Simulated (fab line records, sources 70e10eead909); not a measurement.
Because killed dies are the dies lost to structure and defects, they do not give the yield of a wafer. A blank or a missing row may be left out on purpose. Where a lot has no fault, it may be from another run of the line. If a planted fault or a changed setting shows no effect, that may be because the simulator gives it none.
fab line records | flow nand_harc
[record] lots = 12 | wafers = 36 | last_day = 33
route steps=1302 shown A_WL_FILL@953 A_CONTACT@983 END@1302
lots that met no fault: from a run of the same line without faults
start_h: start of the lot's first displayed wafer, in hours after the record's first day | wait_h: hours from the lot's prior step to this one | " the same as in the row above | L1.1+2: one row covering several wafers at once | - no value, or no start was given | * or withheld: withheld | < > ~ a bound
route shown NAME@n: NAME is a module with steps in the file, n the number in the route of the first one | usual: mean and standard deviation over wafers with no fault | same: alike in all rows | chamber/n: place in a boat | sites: readings site by site | _std_site: standard deviation of those values | _edge_site: the outer-site mean with the inner-site mean subtracted | radius_mm: how far each site lies from the wafer's centre | mask NAME#n: copy n | behind: the last tool/chamber to shape the wafer | hold: why the lot went on hold/how many hours it stayed there/how the hold came to an end | device: transistor that didn't switch, given as n, p or np | end of line: at the end of the route, the tests of the same wafers | where a step has no rows: the recipe by itself | killed: dies that structure and defects cost at the first sort, which is not the same as the wafer's yield | map: the dies of a wafer, with x for killed, . for not killed, _ for no die there
set.NAME: the setting the step ran with; set.NAME@STEP: the setting that earlier step ran with | model.NAME: the simulator's own value behind a step, which no gauge read
the route's steps for a sample of lots (tables are steps, rows are wafers)
services: the hour from which a tool's chamber was out of use, counted from the record's first day as start_h (under 0 if before that day), plus the number of hours and why
[[steps]]
[step NHARC_A_WL_FILL_RTA_01]
[recipe] temp_c = 1000 | time_s = 5
[usual] lamp_power_pct = 29.4/2.3 | wafer_temp_C_max = 1005.1/0.92
lot.wafer | tool          | chamber | start_h | wait_h | lamp_power_pct | wafer_temp_C_max
L184.2    | rtp_anneal-01 | 0       | 444.67  | -      | 26.4           | 1006.8
L184.5    | "             | 0       | "       | "      | 26.4           | 1004.9
L184.6    | "             | 0       | "       | "      | 26.4           | 1005.7
L187.2    | rtp_anneal-01 | 0       | 478.46  | -      | 26.4           | 1005.9
L187.3    | "             | 0       | "       | "      | 26.4           | 1005.8
L187.6    | "             | 0       | "       | "      | 26.4           | 1004.9
L189.2    | rtp_anneal-02 | 0       | 502.07  | -      | 31.2           | 1005.8
L189.4    | "             | 0       | "       | "      | 31.2           | 1005.5
L189.6    | "             | 0       | "       | "      | 31.2           | 1004.4
L188.1    | rtp_anneal-02 | 0       | 502.21  | -      | 31.2           | 1005.2
L188.2    | "             | 0       | "       | "      | 31.2           | 1004.9
L188.3    | "             | 0       | "       | "      | 31.1           | 1005.3
L193.1    | rtp_anneal-01 | 0       | 546.40  | -      | 26.4           | 1005.2
L193.2    | "             | 0       | "       | "      | 26.5           | 1005.0
L193.3    | "             | 0       | "       | "      | 26.4           | 1005.2
L199.2    | rtp_anneal-02 | 0       | 600.75  | -      | 31.2           | 1005.9
L199.3    | "             | 0       | "       | "      | 31.1           | 1005.1
L199.5    | "             | 0       | "       | "      | 31.2           | 1007.2
L198.1    | rtp_anneal-02 | 0       | 600.90  | -      | 31.2           | 1004.3
L198.4    | "             | 0       | "       | "      | 31.2           | 1004.4
L198.5    | "             | 0       | "       | "      | 31.1           | 1005.1
L197.3    | rtp_anneal-02 | 0       | 604.63  | -      | 31.1           | 1005.0
L197.5    | "             | 0       | "       | "      | 31.1           | 1007.7
L197.6    | "             | 0       | "       | "      | 31.1           | 1004.1
L200.2    | rtp_anneal-02 | 0       | 613.48  | -      | 31.1           | 1006.2
L200.3    | "             | 0       | "       | "      | 31.1           | 1005.6
L200.6    | "             | 0       | "       | "      | 31.1           | 1005.4
L201.2    | rtp_anneal-01 | 0       | 613.65  | -      | 26.5           | 1005.6
L201.4    | "             | 0       | "       | "      | 26.4           | 1005.2
L201.5    | "             | 0       | "       | "      | 26.4           | 1004.5
L204.2    | rtp_anneal-02 | 0       | 660.42  | -      | 31.2           | 1004.0
L204.4    | "             | 0       | "       | "      | 31.1           | 1004.1
L204.5    | "             | 0       | "       | "      | 31.2           | 1003.5
L207.3    | rtp_anneal-02 | 0       | 691.70  | -      | 31.1           | 1005.3
L207.5    | "             | 0       | "       | "      | 31.1           | 1005.6
L207.6    | "             | 0       | "       | "      | 31.2           | 1005.0
[step NHARC_A_WL_FILL_STRIP_27]
[recipe] power_w = 1500 | temp_c = 250 | time_s = 20 | chemistry = N2/H2
[usual] drypump_motor_current_A = 5.5/0.34 | heater_power_w = 326/11
lot.wafer | tool            | chamber | start_h | wait_h | drypump_motor_current_A | heater_power_w | rf_hours_counter_h
L184.2    | plasma_asher-02 | 1       | 446.32  | 0.2    | 6.1                     | 301            | 4
L184.6    | "               | 1       | "       | "      | 6.1                     | 302            | -
L184.5    | "               | 0       | "       | "      | 5.3                     | 334            | -
L187.2    | plasma_asher-02 | 1       | 479.84  | 0.1    | 6.1                     | 303            | 11
L187.3    | "               | 0       | "       | "      | 5.3                     | 324            | -
L187.6    | "               | 1       | "       | "      | 6.1                     | 295            | -
L189.2    | plasma_asher-02 | 0       | 503.48  | 0.1    | 5.3                     | 330            | 14
L189.4    | "               | 0       | "       | "      | 5.2                     | 329            | -
L189.6    | "               | 0       | "       | "      | 5.2                     | 322            | -
L188.1    | plasma_asher-01 | 0       | 503.63  | 0.1    | 5.4                     | 340            | 28
L188.2    | "               | 1       | "       | "      | 5.3                     | 320            | 28
L188.3    | "               | 0       | "       | "      | 5.4                     | 338            | -
L193.1    | plasma_asher-01 | 1       | 547.80  | 0.1    | 5.3                     | 324            | 4
L193.2    | "               | 0       | "       | "      | 5.4                     | 327            | 4
L193.3    | "               | 0       | "       | "      | 5.4                     | 328            | -
L199.2    | plasma_asher-02 | 0       | 602.24  | 0.2    | 5.3                     | 324            | 37
L199.3    | "               | 0       | "       | "      | 5.3                     | 322            | -
L199.5    | "               | 0       | "       | "      | 5.3                     | 334            | -
L198.1    | plasma_asher-01 | 1       | 602.51  | 0.1    | 5.3                     | 318            | 15
L198.4    | "               | 0       | "       | "      | 5.4                     | 323            | -
L198.5    | "               | 0       | "       | "      | 5.4                     | 318            | -
L197.3    | plasma_asher-01 | 0       | 606.46  | 0.6    | 5.4                     | 325            | -
L197.6    | "               | 1       | "       | "      | 5.3                     | 323            | -
L197.5    | "               | 0       | "       | "      | 5.4                     | 323            | -
L200.2    | plasma_asher-02 | 0       | 614.88  | 0.1    | 5.3                     | 345            | 1
L200.3    | "               | 0       | "       | "      | 5.3                     | 330            | -
L200.6    | "               | 0       | "       | "      | 5.3                     | 350            | -
L201.2    | plasma_asher-01 | 1       | 615.13  | 0.1    | 5.3                     | 325            | 19
L201.4    | "               | 0       | "       | "      | 5.4                     | 329            | -
L201.5    | "               | 0       | "       | "      | 5.4                     | 323            | -
L204.2    | plasma_asher-02 | 1       | 661.81  | 0.2    | 6.1                     | 320            | 10
L204.4    | "               | 1       | "       | "      | 6.1                     | 323            | -
L204.5    | "               | 1       | "       | "      | 6.1                     | 320            | -
L207.3    | plasma_asher-02 | 1       | 693.13  | 0.2    | 6.1                     | 322            | -
L207.5    | "               | 0       | "       | "      | 5.3                     | 348            | -
L207.6    | "               | 1       | "       | "      | 6.1                     | 323            | -
[step NHARC_A_WL_FILL_STRIP_29]
[recipe] time_s = 20 | o2_flow_sccm = 500 | ar_flow_sccm = 0 | bias_w = 0 | chemistry = O2
[usual] chamber_pressure_mTorr = 59.99/0.055 | drypump_motor_current_A = 5.51/0.26 | oes_product_au = 1.003/0.012 | rf_vpp_V = 57.9/0.87 | showerhead_plenum_p_Torr = 3.54/0.16 | throttle_valve_pct = 17.038/0.0093
lot.wafer | tool        | chamber | start_h | wait_h | chamber_pressure_mTorr | drypump_motor_current_A | oes_product_au | rf_hours_counter_h | rf_vpp_V | showerhead_plenum_p_Torr | throttle_valve_pct
L184.2    | rie_diel-08 | 3       | 454.74  | 0.1    | 59.97                  | 4.96                    | 0.991          | 4.2                | 57.6     | 3.49                     | 17.040
L184.6    | "           | 2       | "       | "      | 60.10                  | 5.46                    | 1.019          | -                  | 58.9     | 3.76                     | 17.046
L184.5    | "           | 3       | "       | "      | 59.97                  | 4.98                    | 1.004          | -                  | 57.6     | 3.49                     | 17.049
L187.2    | rie_diel-12 | 1       | 491.39  | 0.1    | 59.95                  | 5.68                    | 1.005          | 0.8                | 57.8     | 3.47                     | 17.053
L187.3    | "           | 2       | "       | "      | 60.02                  | 5.73                    | 0.999          | 0.9                | 56.1     | 3.32                     | 17.042
L187.6    | "           | 1       | "       | "      | 59.89                  | 5.69                    | 0.999          | -                  | 59.1     | 3.47                     | 17.049
L188.1    | rie_diel-12 | 3       | 513.50  | 0.1    | 60.04                  | 5.74                    | 0.997          | 1.3                | 57.9     | 3.60                     | 17.035
L188.3    | "           | 0       | "       | "      | 60.02                  | 5.50                    | 0.995          | 1.2                | 56.9     | 3.42                     | 17.045
L188.2    | "           | 1       | "       | "      | 59.91                  | 5.68                    | 1.018          | 1.3                | 57.1     | 3.47                     | 17.051
L189.2    | rie_diel-08 | 0       | 513.51  | 0.1    | 59.99                  | 5.52                    | 1.019          | 7.4                | 58.8     | 3.40                     | 17.022
L189.4    | "           | 3       | "       | "      | 60.09                  | 4.96                    | 1.005          | 7.2                | 57.9     | 3.49                     | 17.028
L189.6    | "           | 1       | "       | "      | 59.92                  | 5.84                    | 1.021          | -                  | 57.7     | 3.77                     | 17.044
L193.2    | rie_diel-08 | 1       | 558.62  | 0.1    | 60.02                  | 5.83                    | 1.000          | 0.3                | 57.7     | 3.77                     | 17.066
L193.3    | "           | 2       | "       | "      | 60.00                  | 5.46                    | 1.014          | 0.3                | 59.2     | 3.76                     | 17.035
L193.1    | "           | 0       | "       | "      | 59.95                  | 5.53                    | 1.018          | 0.3                | 58.4     | 3.40                     | 17.043
L198.1    | rie_diel-12 | 0       | 612.26  | 0.1    | 59.95                  | 5.48                    | 0.998          | 3.4                | 58.6     | 3.42                     | 17.049
L198.4    | "           | 1       | "       | "      | 60.12                  | 5.71                    | 1.002          | 3.5                | 57.1     | 3.47                     | 17.036
L198.5    | "           | 3       | "       | "      | 59.96                  | 5.72                    | 1.002          | -                  | 57.7     | 3.60                     | 17.031
L199.2    | rie_diel-10 | 0       | 612.28  | 0.1    | 59.98                  | 5.68                    | 0.969          | 0.5                | 57.3     | 3.73                     | 17.043
L199.3    | "           | 1       | "       | "      | 60.00                  | 5.55                    | 0.992          | 0.5                | 58.5     | 3.74                     | 17.030
L199.5    | "           | 2       | "       | "      | 59.99                  | 5.02                    | 1.013          | -                  | 57.5     | 3.56                     | 17.035
L197.3    | rie_diel-10 | 0       | 616.61  | 0.1    | 59.93                  | 5.68                    | 0.988          | 0.6                | 58.6     | 3.72                     | 17.046
L197.5    | "           | 3       | "       | "      | 59.92                  | 5.57                    | 1.009          | -                  | 57.0     | 3.36                     | 17.026
L197.6    | "           | 0       | "       | "      | 59.98                  | 5.70                    | 0.978          | -                  | 58.1     | 3.73                     | 17.037
L200.2    | rie_diel-08 | 3       | 625.63  | 0.1    | 60.02                  | 4.96                    | 1.018          | 4.6                | 57.5     | 3.48                     | 17.042
L200.3    | "           | 0       | "       | "      | 60.07                  | 5.50                    | 1.011          | 4.2                | 57.8     | 3.39                     | 17.026
L200.6    | "           | 3       | "       | "      | 59.95                  | 4.97                    | 1.019          | -                  | 57.5     | 3.48                     | 17.031
L201.4    | rie_diel-10 | 3       | 625.64  | 0.1    | 60.01                  | 5.59                    | 1.007          | 0.9                | 55.7     | 3.36                     | 17.029
L201.2    | "           | 1       | "       | "      | 59.98                  | 5.54                    | 1.008          | 1.0                | 58.4     | 3.74                     | 17.026
L201.5    | "           | 0       | "       | "      | 60.06                  | 5.71                    | 0.993          | -                  | 58.3     | 3.72                     | 17.047
L204.2    | rie_diel-12 | 3       | 677.00  | 0.1    | 59.90                  | 5.73                    | 0.996          | 1.5                | 56.8     | 3.60                     | 17.037
L204.4    | "           | 1       | "       | "      | 59.96                  | 5.65                    | 0.984          | 1.4                | 57.1     | 3.47                     | 17.047
L204.5    | "           | 3       | "       | "      | 59.95                  | 5.73                    | 0.983          | -                  | 57.6     | 3.60                     | 17.023
L207.3    | rie_diel-08 | 1       | 705.10  | 0.1    | 59.95                  | 5.81                    | 0.987          | 7.9                | 58.8     | 3.76                     | 17.038
L207.6    | "           | 2       | "       | "      | 60.10                  | 5.48                    | 1.017          | -                  | 58.4     | 3.76                     | 17.046
L207.5    | "           | 3       | "       | "      | 59.99                  | 4.95                    | 1.015          | -                  | 57.3     | 3.48                     | 17.053
[step NHARC_A_CONTACT_DEP_24]
[recipe] target_thk_a = 5000 | temp_c = 400 | pressure_torr = 6.5 | rf_w = 900 | teos_flow_sccm = 161.4 | flow_sccm = 2650 | target_thk_nm = 500 | gas = O2 | material = SiO2
[usual] heater_power_w = 548/84 | mfc_precursor_sccm = 161.5/0.52 | rf_fwd_power_W = 899.1/2.5 | throttle_valve_pct = 15.7/0.59
lot.wafer | tool     | chamber | start_h | wait_h | heater_power_w | mfc_precursor_sccm | rf_fwd_power_W | throttle_valve_pct
L184.2    | pecvd-01 | 1       | 461.47  | 0.2    | 501            | 160.7              | 893.2          | 15.3
L184.5    | "        | 2       | "       | "      | 605            | 162.0              | 900.2          | 16.1
L184.6    | "        | 0       | "       | "      | 455            | 161.3              | 896.3          | 16.3
L187.2    | pecvd-03 | 2       | 497.90  | 0.1    | 618            | 162.3              | 899.7          | 14.5
L187.3    | "        | 0       | "       | "      | 459            | 162.4              | 901.0          | 16.0
L187.6    | "        | 1       | "       | "      | 571            | 162.1              | 900.2          | 16.4
L188.1    | pecvd-02 | 1       | 520.53  | 0.1    | 667            | 162.7              | 897.4          | 15.6
L188.2    | "        | 0       | "       | "      | 525            | 161.6              | 897.9          | 15.9
L188.3    | "        | 0       | "       | "      | 540            | 161.8              | 899.2          | 16.0
L189.2    | pecvd-01 | 1       | 520.69  | 0.1    | 536            | 160.2              | 896.9          | 15.0
L189.4    | "        | 2       | "       | "      | 660            | 160.6              | 897.4          | 16.4
L189.6    | "        | 0       | "       | "      | 377            | 160.6              | 899.7          | 15.1
L193.1    | pecvd-02 | 0       | 566.95  | 0.1    | 556            | 161.9              | 896.3          | 16.0
L193.2    | "        | 1       | "       | "      | 626            | 161.1              | 901.2          | 15.3
L193.3    | "        | 2       | "       | "      | 493            | 161.1              | 902.1          | 16.4
L199.2    | pecvd-02 | 2       | 618.75  | 0.1    | 510            | 160.6              | 900.0          | 15.5
L199.3    | "        | 0       | "       | "      | 509            | 161.7              | 899.8          | 15.9
L199.5    | "        | 2       | "       | "      | 532            | 160.7              | 898.9          | 15.5
L198.1    | pecvd-01 | 1       | 618.94  | 0.2    | 451            | 161.5              | 1006.3         | 15.2
L198.4    | "        | 0       | "       | "      | 406            | 161.6              | 1008.4         | 15.6
L198.5    | "        | 1       | "       | "      | 485            | 161.1              | 1009.1         | 15.3
L197.3    | pecvd-01 | 0       | 623.19  | 0.1    | 411            | 162.2              | 1001.7         | 15.6
L197.6    | "        | 0       | "       | "      | 417            | 161.8              | 1003.9         | 15.4
L197.5    | "        | 1       | "       | "      | 542            | 161.1              | 1008.7         | 15.4
L201.2    | pecvd-03 | 1       | 632.02  | 0.1    | 575            | 162.0              | 898.9          | 16.7
L201.4    | "        | 1       | "       | "      | 422            | 161.2              | 897.2          | 16.7
L201.5    | "        | 0       | "       | "      | 466            | 161.2              | 901.2          | 15.4
L200.2    | pecvd-02 | 2       | 632.25  | 0.1    | 490            | 162.4              | 895.9          | 15.8
L200.3    | "        | 0       | "       | "      | 538            | 160.7              | 900.3          | 16.0
L200.6    | "        | 1       | "       | "      | 666            | 161.8              | 899.0          | 15.9
L204.2    | pecvd-03 | 0       | 683.53  | 0.1    | 420            | 161.2              | 900.5          | 15.5
L204.5    | "        | 1       | "       | "      | 545            | 161.2              | 899.1          | 16.9
L204.4    | "        | 2       | "       | "      | 595            | 160.9              | 901.5          | 14.7
L207.3    | pecvd-01 | 1       | 711.70  | 0.1    | 529            | 161.4              | 901.9          | 15.5
L207.5    | "        | 0       | "       | "      | 479            | 161.6              | 896.1          | 15.4
L207.6    | "        | 1       | "       | "      | 551            | 162.1              | 903.8          | 15.2
[step NHARC_END_SORT_01]
[recipe] temp_c = 25
[usual] killed_at_array = 53/19 | killed_at_other = 0.7/1.1 | killed_at_periphery = 4.2/2.7 | killed_dies = 58/18 | killed_open = 3.1/1.9 | killed_short = 2.5/1.6
[same] gross_dies = 677
lot.wafer | tool      | chamber | start_h | wait_h | killed_at_array | killed_at_other | killed_at_periphery | killed_dies | killed_open | killed_short
L198.1    | prober-02 | 0       | 691.34  | 2.5    | 43              | 0               | 3                   | 46          | 2           | 2
L198.4    | prober-02 | 0       | 693.72  | 3.4    | 46              | 0               | 3                   | 49          | 2           | 2
L198.5    | prober-02 | 0       | 694.52  | 3.7    | 41              | 1               | 0                   | 42          | 3           | 2
L199.2    | prober-01 | 0       | 692.10  | 2.8    | 60              | 2               | 3                   | 65          | 3           | 5
L199.3    | prober-01 | 0       | 692.90  | 3.1    | 76              | 0               | 4                   | 80          | 3           | 4
L199.5    | prober-01 | 0       | 694.48  | 3.7    | 64              | 0               | 7                   | 71          | 3           | 4
// killed by level:class
L198.1 A_CHANNEL_HOLE_D1:chamber_film_flake=30 A_CONTACT:chamber_film_flake=7 P_GATE:geometric_particle:open=2 A_SLIT:chamber_film_flake=2 P_M0:geometric_particle:short=1 A_M0:geometric_particle:short=1 A_STAIRCASE:chamber_film_flake=1 A_DECK1_JOINT:chamber_film_flake=1
L199.2 A_SLIT:chamber_film_flake=25 A_CHANNEL_HOLE_D1:chamber_film_flake=23 A_CONTACT:chamber_film_flake=5 A_WL_FILL:geometric_particle:short=2 P_STI:chamber_film_flake=2 A_CHANNEL_FILL_D2:geometric_particle:short=1 A_SGD_CUT:geometric_particle:open=1 A_SGD_CUT:geometric_particle:short=1
L199.3 A_CHANNEL_HOLE_D1:chamber_film_flake=30 A_SLIT:chamber_film_flake=28 A_CONTACT:chamber_film_flake=5 A_STAIRCASE:chamber_film_flake=4 A_DECK1_JOINT:chamber_film_flake=3 A_ONON_D1:geometric_particle:short=2 P_STI:geometric_particle:short=1 P_M0:geometric_particle:open=1
L198.4 A_CHANNEL_HOLE_D1:chamber_film_flake=30 A_CONTACT:chamber_film_flake=4 P_M2:chamber_film_flake=2 A_STAIRCASE:chamber_film_flake=2 A_WL_FILL:chamber_film_flake=2 A_DECK1_JOINT:geometric_particle:short=1 A_CHANNEL_FILL_D2:geometric_particle:open=1 A_WL_FILL:geometric_particle:short=1
L199.5 A_SLIT:chamber_film_flake=33 A_CHANNEL_HOLE_D1:chamber_film_flake=20 A_CONTACT:chamber_film_flake=3 A_ONON_D2:geometric_particle:short=2 A_DECK1_JOINT:chamber_film_flake=2 P_GATE:geometric_particle:open=1 P_CONTACT:geometric_particle:open=1 P_M0:geometric_particle:open=1
L198.5 A_CHANNEL_HOLE_D1:chamber_film_flake=29 A_CONTACT:chamber_film_flake=3 A_SOURCE_PLATE:geometric_particle:open=1 A_CHANNEL_FILL_D2:geometric_particle:short=1 A_WL_FILL:geometric_particle:open=1 A_M0:geometric_particle:short=1 A_M1:geometric_particle:open=1 A_SLIT:chamber_film_flake=1
[[services]]
tool            | chamber | start_h | hours | kind
plasma_asher-02 | -       | 426.00  | 9.0   | pm
rie_diel-12     | -       | 445.40  | 9.0   | pm
rie_diel-08     | 1       | 457.69  | 7.4   | repair
pecvd-01        | -       | 492.18  | 13.0  | pm
plasma_asher-02 | -       | 515.57  | 0.4   | repair
pecvd-02        | 2       | 517.88  | 4.8   | repair
plasma_asher-01 | -       | 519.56  | 9.0   | pm
pecvd-02        | -       | 525.66  | 15.1  | repair
rie_diel-08     | -       | 527.47  | 18.9  | repair
rie_diel-12     | 3       | 536.99  | 7.4   | repair
rie_diel-08     | -       | 546.40  | 9.0   | pm
plasma_asher-01 | -       | 556.06  | 3.8   | repair
pecvd-02        | -       | 589.33  | 13.0  | pm
plasma_asher-02 | -       | 603.00  | 9.0   | pm
plasma_asher-01 | -       | 608.42  | 3.0   | repair
rie_diel-08     | -       | 609.14  | 0.7   | repair
plasma_asher-02 | -       | 620.35  | 0.4   | repair
rie_diel-08     | 2       | 630.06  | 32.7  | repair
plasma_asher-01 | -       | 643.22  | 4.4   | repair
pecvd-01        | -       | 644.17  | 0.9   | repair
rie_diel-08     | 1       | 670.00  | 5.7   | repair
pecvd-01        | -       | 673.18  | 13.0  | pm
plasma_asher-01 | -       | 696.56  | 9.0   | pm
pecvd-01        | -       | 699.47  | 1.5   | repair
[[key]]
[first_sign] step = NHARC_A_CONTACT_DEP_24 | reading = rf_fwd_power_W | direction = up | sigmas = 42 | usual = * | struck = *
effect none on later readings
met_at NHARC_A_CONTACT_DEP_24
struck_lots L197,L198
tester_left_out L197,L198
not_acting_at NHARC_A_WL_FILL_RTA_01,NHARC_A_WL_FILL_STRIP_27,NHARC_A_WL_FILL_STRIP_29
onset_between 520.69 618.94
[fault] kind = process_parameter_drift | tool = pecvd-01 | chamber = - | onset_h = 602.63 | steps = NHARC_A_CONTACT_DEP_24 | channel = rf_w | offset = * | shape = step | end_h = 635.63 | acts_in = * | stated = *
// tester_left_out: of these lots the tester's yield and bins aren't shown, on N5 and GAA mostly nor the transistor test; their killed dies are dies lost to structure and defects alone, not to doping, threshold or leakage, so they don't give the yield
